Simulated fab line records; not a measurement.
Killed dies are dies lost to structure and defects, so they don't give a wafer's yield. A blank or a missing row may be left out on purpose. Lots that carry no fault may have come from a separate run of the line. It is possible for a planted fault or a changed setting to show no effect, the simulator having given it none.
Split-lot study | flow n5Finfet | 21 wafers read from 7 lots, route of 1938 steps

## THE SPLIT
At N5_SD_EPI_N_ETCH_16 (etches SiO2 in CHF3/O2, target depth 5 nm), the setting targetDepthA was moved away from the recipe's 50 angstrom on 6 of the 21 wafers read, by -12.1% to +10.9%. For the rest of the wafers, this setting stayed at what the recipe calls for.

The reading is taken at the split's own step.

## THE READING
etch.depthNm (the simulator's own value, which no gauge read), in nm, at N5_SD_EPI_N_ETCH_16 (etches SiO2 in CHF3/O2, target depth 5 nm). The file does not state a usual value for it. Across the 15 wafers here that went through the recipe, the average is 4.930 nm and the standard deviation 0.092 nm.

wafer  | tool, chamber at the split | targetDepthA as run, angstrom | against the recipe | etch.depthNm, nm | against lot-mates on the recipe
L080.1 | rieDiel-06, 1              | 50                            | recipe             | 5.085            | -
L080.4 | rieDiel-06, 3              | 47.84                         | -4.3%              | 4.696            | -0.346
L080.5 | rieDiel-06, 0              | 50                            | recipe             | 4.999            | -
L083.3 | rieDiel-05, 2              | 50                            | recipe             | 4.924            | -
L083.4 | rieDiel-05, 3              | 50                            | recipe             | 4.823            | -
L083.6 | rieDiel-05, 2              | 50                            | recipe             | 4.892            | -
L087.2 | rieDiel-05, 3              | 50                            | recipe             | 4.911            | -
L087.3 | rieDiel-05, 1              | 50                            | recipe             | 5.066            | -
L087.5 | rieDiel-05, 1              | 50                            | recipe             | 5.064            | -
L091.2 | rieDiel-05, 3              | 50                            | recipe             | 4.881            | -
L091.5 | rieDiel-05, 2              | 43.95                         | -12.1%             | 4.253            | -0.620
L091.6 | rieDiel-05, 3              | 50                            | recipe             | 4.866            | -
L095.3 | rieDiel-05, 2              | 48.01                         | -4.0%              | 4.674            | no lot-mate on the recipe
L095.4 | rieDiel-05, 3              | 48.01                         | -4.0%              | 4.617            | no lot-mate on the recipe
L095.5 | rieDiel-05, 0              | 48.01                         | -4.0%              | 4.884            | no lot-mate on the recipe
L096.1 | rieDiel-04, 1              | 50                            | recipe             | 4.984            | -
L096.3 | rieDiel-04, 0              | 55.47                         | +10.9%             | 5.337            | +0.362
L096.6 | rieDiel-04, 1              | 50                            | recipe             | 4.965            | -
L097.4 | rieDiel-04, 0              | 50                            | recipe             | 4.782            | -
L097.5 | rieDiel-04, 0              | 50                            | recipe             | 4.811            | -
L097.6 | rieDiel-04, 3              | 50                            | recipe             | 4.893            | -

FIT RESULTS
A straight line over all 21 wafers: etch.depthNm changes by +0.0477 nm for each +1% of targetDepthA; r = +0.89; the points scatter about the line by 0.099 nm.
The same after taking each lot's own level away (the mean of its wafers on the recipe; 18 wafers): +0.0452 nm for each +1%; r = +0.94; scatter 0.066 nm.
On that fit, the largest move of targetDepthA shifts the reading by 0.55 nm.
The lots' own levels span 4.8287 to 5.0420 nm, that is 2.3 times the standard deviation above.
The two slopes are in agreement: the lot-to-lot level therefore moves the slope only a little.
Check: with one of the wafers moved furthest among these (-12.1%) left out of the fit, the line predicts -0.501 nm for it against its lot-mates. Against them it came out at -0.62 nm.

## ADDITIONAL SPLITS CARRIED BY THESE WAFERS
Other splits were also applied to these wafers ahead of the reading. Each is held against what the fit with the lots' levels taken away leaves over:
other split on the same wafers          | wafers away from the commonest value | r with etch.depthNm (lot level and that fit taken away)
N5_ZERO_LAYER_COAT_05 spinRpm           | 9                                    | +0.06
N5_ZERO_LAYER_EXPOSE_08 doseMj          | 4                                    | -0.03
N5_PMOS_HMC_CHANNEL_EPI_PEB_07 pebTimeS | 5                                    | -0.11
N5_FIN_SAQP_PECVD_06 timeS              | 11                                   | -0.37
N5_FIN_SAQP_COAT_49 timeS               | 9                                    | -0.08
N5_FIN_CUT_COAT_02 spinRpm              | 5                                    | -0.07
N5_DUMMY_GATE_PECVD_30 timeS            | 9                                    | +0.17

## THE FILE'S OWN FIT
etch.depthNm changes by +0.0456 nm for each +1% of targetDepthA, r = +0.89.
